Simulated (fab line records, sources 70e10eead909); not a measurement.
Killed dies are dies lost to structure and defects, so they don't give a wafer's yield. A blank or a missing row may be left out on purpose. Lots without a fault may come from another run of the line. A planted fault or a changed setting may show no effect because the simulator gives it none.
Which tool did it? | flow nand_harc | 12 lots, 36 wafers sampled, at 5 steps of a route of 1302

WHAT THE GAUGES READ, wafer by wafer
NHARC_A_BONDPAD_THK_MEAS_30: measures by ellipsometry. Usual: thk_nm 199.9 nm, standard deviation 1.5.
lot  | measured     | on            | thk_nm (nm)       | flag
L422 | day 23 18:46 | film_metro-01 | 201.4 198.3 198.1 |
L423 | day 23 19:27 | film_metro-01 | 198.9 197.0 197.9 |
L425 | day 24 06:58 | film_metro-02 | 201.1 199.4 202.3 |
L426 | day 25 17:09 | film_metro-01 | 200.1 200.1 199.0 |
L428 | day 26 07:02 | film_metro-02 | 199.9 200.5 200.8 |
L434 | day 27 04:37 | film_metro-02 | 198.5 198.9 199.3 |
L435 | day 28 02:06 | film_metro-02 | 199.4 200.2 200.3 |
L437 | day 29 10:28 | film_metro-01 | 196.5 197.9 200.7 |
L436 | day 29 10:35 | film_metro-02 | 199.7 199.4 199.7 |
L441 | day 31 13:23 | film_metro-02 | 202.4 202.2 200.9 |
L443 | day 31 16:40 | film_metro-01 | 200.9 202.0 200.4 |
L445 | day 32 07:19 | film_metro-02 | 197.5 200.8 198.4 |

NHARC_END_SORT_01. Usual: killed_at_array 53, standard deviation 19; killed_at_other 0.8, standard deviation 1.2; killed_at_periphery 3.7, standard deviation 2.3; killed_dies 57, standard deviation 19; killed_open 3.2, standard deviation 1.7; killed_short 2.6, standard deviation 1.8.
lot  | measured     | on        | killed_at_array | killed_at_other | killed_at_periphery | killed_dies | killed_open | killed_short | flag
L434 | day 28 14:14 | prober-02 | 66 59 41        | 1 2 2           | 33 28 27            | 100 89 70   | 3 3 3       | 6 3 3        | OFF
L436 | day 31 05:14 | prober-01 | 31 21 20        | 0 0 0           | 34 30 78            | 65 51 98    | 2 3 3       | 0 1 2        | OFF

WHICH TOOL RAN EACH LOT (tool, then ch and the chambers of the sampled wafers, then the start)
lot  | NHARC_P_CONTACT_ETCH_35            | NHARC_A_BONDPAD_ETCH_12                       | NHARC_A_BONDPAD_PVD_27
L422 | rie_diel-10 ch 0,2, day 5 20:02    | rie_diel-09 ch 0,1, no start                  | pvd_sputter-02, no start
L423 | rie_diel-01 ch 0,1,3, day 6 09:54  | rie_diel-10 ch 0,1,3, no start                | pvd_sputter-03, no start
L425 | rie_diel-01 ch 1,2, day 7 05:17    | rie_diel-09 ch 0,1, no start                  | pvd_sputter-03, no start
L426 | rie_diel-01 ch 0,3, day 7 23:56    | rie_diel-10 ch 0,2, no start                  | pvd_sputter-01, no start
L428 | rie_diel-07 ch 0,1,3, day 8 17:27  | rie_diel-10 ch 0,3, no start                  | pvd_sputter-02, no start
L434 | rie_diel-01 ch 2,3, day 10 19:08   | rie_diel-09 ch 1,2, day 28 14:14 or earlier   | pvd_sputter-01, day 28 14:14 or earlier
L435 | rie_diel-07 ch 0,1, day 11 02:23   | rie_diel-10 ch 1,2,3, no start                | pvd_sputter-03, no start
L437 | rie_diel-10 ch 0,1,2, day 11 22:20 | rie_diel-10 ch 0,1,3, no start                | pvd_sputter-03, no start
L436 | rie_diel-01 ch 0,2,3, day 11 22:35 | rie_diel-09 ch 0,2,3, day 31 05:14 or earlier | pvd_sputter-02, day 31 05:14 or earlier
L441 | rie_diel-07 ch 2,3, day 13 15:55   | rie_diel-10 ch 0,1,2, no start                | pvd_sputter-01, no start
L443 | rie_diel-01 ch 1,2,3, day 14 18:49 | rie_diel-10 ch 0,1,2, no start                | pvd_sputter-02, no start
L445 | rie_diel-07 ch 0,1, day 15 11:53   | rie_diel-09 ch 0,2, no start                  | pvd_sputter-01, no start
- NHARC_P_CONTACT_ETCH_35: etches the open film in CF4, target depth 39 nm, time 65 s.
- NHARC_A_BONDPAD_ETCH_12: etches the open film in CHF3/O2, target depth 220 nm, time 110 s.
- NHARC_A_BONDPAD_PVD_27: deposits Cu, target thk 30 nm, time 20.49 s.

WHAT THE TOOLS THEMSELVES READ (means of the sampled wafers that have a number; where no wafer has one, the mark that the record gives instead)
NHARC_P_CONTACT_ETCH_35. Usual: drypump_motor_current_A 5.7 A, standard deviation 0.41; oes_product_au 0.999 a.u., standard deviation 0.0092; rf_vpp_V 151.2 V, standard deviation 1.2; showerhead_plenum_p_Torr 1.76 Torr, standard deviation 0.07; throttle_valve_pct 13.284 %, standard deviation 0.0091.
lot  | tool        | drypump_motor_current_A (A) | oes_product_au (a.u.) | rf_vpp_V (V) | showerhead_plenum_p_Torr (Torr) | throttle_valve_pct (%) | flag
L422 | rie_diel-10 | 5.7                         | 1.008                 | 151.8        | 1.85                            | 13.285                 |
L423 | rie_diel-01 | 5.2                         | 1.000                 | 150.8        | 1.71                            | 13.290                 |
L425 | rie_diel-01 | 5.5                         | 0.998                 | 150.7        | 1.76                            | 13.283                 |
L426 | rie_diel-01 | 5.3                         | 1.004                 | 150.4        | 1.72                            | 13.282                 |
L428 | rie_diel-07 | 6.1                         | 0.997                 | 151.6        | 1.78                            | 13.288                 |
L434 | rie_diel-01 | 5.5                         | 1.003                 | 150.9        | 1.74                            | 13.285                 |
L435 | rie_diel-07 | 6.0                         | 1.008                 | 152.4        | 1.84                            | 13.286                 |
L437 | rie_diel-10 | 5.5                         | 1.002                 | 151.4        | 1.80                            | 13.286                 |
L436 | rie_diel-01 | 5.4                         | 0.984                 | 150.5        | 1.75                            | 13.294                 |
L441 | rie_diel-07 | 5.9                         | 1.005                 | 150.3        | 1.70                            | 13.274                 |
L443 | rie_diel-01 | 5.4                         | 1.001                 | 150.6        | 1.73                            | 13.288                 |
L445 | rie_diel-07 | 6.2                         | 0.994                 | 151.7        | 1.83                            | 13.282                 |

NHARC_A_BONDPAD_ETCH_12. Usual: drypump_motor_current_A 5.7 A, standard deviation 0.36; oes_product_au 0.944 a.u., standard deviation 0.022; rf_vpp_V 369.8 V, standard deviation 2.7; showerhead_plenum_p_Torr 2.37 Torr, standard deviation 0.12; throttle_valve_pct 20.572 %, standard deviation 0.0092.
lot  | tool        | drypump_motor_current_A (A) | oes_product_au (a.u.) | rf_vpp_V (V) | showerhead_plenum_p_Torr (Torr) | throttle_valve_pct (%) | flag
L422 | rie_diel-09 | 5.4                         | 0.925                 | 371.1        | 2.43                            | 20.575                 |
L423 | rie_diel-10 | 5.8                         | 0.970                 | 369.0        | 2.37                            | 20.572                 |
L425 | rie_diel-09 | 5.4                         | 0.928                 | 371.8        | 2.43                            | 20.575                 |
L426 | rie_diel-10 | 5.7                         | 0.931                 | 372.4        | 2.50                            | 20.579                 |
L428 | rie_diel-10 | 6.1                         | 0.972                 | 370.8        | 2.37                            | 20.564                 |
L434 | rie_diel-09 | 5.6                         | 0.929                 | 365.5        | 2.23                            | 20.577                 |
L435 | rie_diel-10 | 5.7                         | 0.953                 | 369.3        | 2.37                            | 20.571                 |
L437 | rie_diel-10 | 5.8                         | 0.958                 | 370.2        | 2.37                            | 20.578                 |
L436 | rie_diel-09 | 5.7                         | 0.949                 | 369.1        | 2.33                            | 20.570                 |
L441 | rie_diel-10 | 5.5                         | 0.945                 | 371.6        | 2.44                            | 20.576                 |
L443 | rie_diel-10 | 5.5                         | 0.957                 | 370.8        | 2.44                            | 20.573                 |
L445 | rie_diel-09 | 5.4                         | 0.971                 | 370.8        | 2.42                            | 20.577                 |

NHARC_A_BONDPAD_PVD_27. Usual: throttle_valve_pct 30.0 %, standard deviation 1.1.
lot  | tool           | throttle_valve_pct (%) | flag
L422 | pvd_sputter-02 | 29.6                   |
L423 | pvd_sputter-03 | 29.7                   |
L425 | pvd_sputter-03 | 31.0                   |
L426 | pvd_sputter-01 | 30.6                   |
L428 | pvd_sputter-02 | 29.9                   |
L434 | pvd_sputter-01 | 30.3                   |
L435 | pvd_sputter-03 | 28.1                   |
L437 | pvd_sputter-03 | 28.5                   |
L436 | pvd_sputter-02 | 30.0                   |
L441 | pvd_sputter-01 | 30.4                   |
L443 | pvd_sputter-02 | 30.0                   |
L445 | pvd_sputter-01 | 30.2                   |

THE ANSWER, worked out from the rows above alone
Rule: a lot is off if the mean of its wafers that have a number lies more than 3 standard deviations from the usual mean. A lot without any number at a reading at which 4 lots or more have one is off too. The other lots that the step has rows for count as sound. The gauges are gone through in route order, then the tools' own readings, and for those a lot's mean is taken as printed above. The first step at which some lot is off is used, and at that step the reading that is off furthest; a lot without a number counts as furthest.
Off: L434, L436, at NHARC_END_SORT_01 (killed_at_periphery). Neither off nor sound, because the step has no rows for them: L422, L423, L425, L426, L428, L435, L437, L441, L443, L445.
A tool fits if, at a process step before that reading, it ran every lot that is off, and no sound lot after the first of them. The gauges at NHARC_END_SORT_01 are tried like those tools. NHARC_A_BONDPAD_ETCH_12 gives no start for some lots, so the hours and the order of its lots are those of NHARC_END_SORT_01. NHARC_A_BONDPAD_PVD_27 gives no start for some lots, so the hours and the order of its lots are those of NHARC_END_SORT_01. Can't be told from this: 2 tools fit, rie_diel-01 at NHARC_P_CONTACT_ETCH_35, rie_diel-09 at NHARC_A_BONDPAD_ETCH_12.

WHAT THE SIMULATOR HAD PUT IN
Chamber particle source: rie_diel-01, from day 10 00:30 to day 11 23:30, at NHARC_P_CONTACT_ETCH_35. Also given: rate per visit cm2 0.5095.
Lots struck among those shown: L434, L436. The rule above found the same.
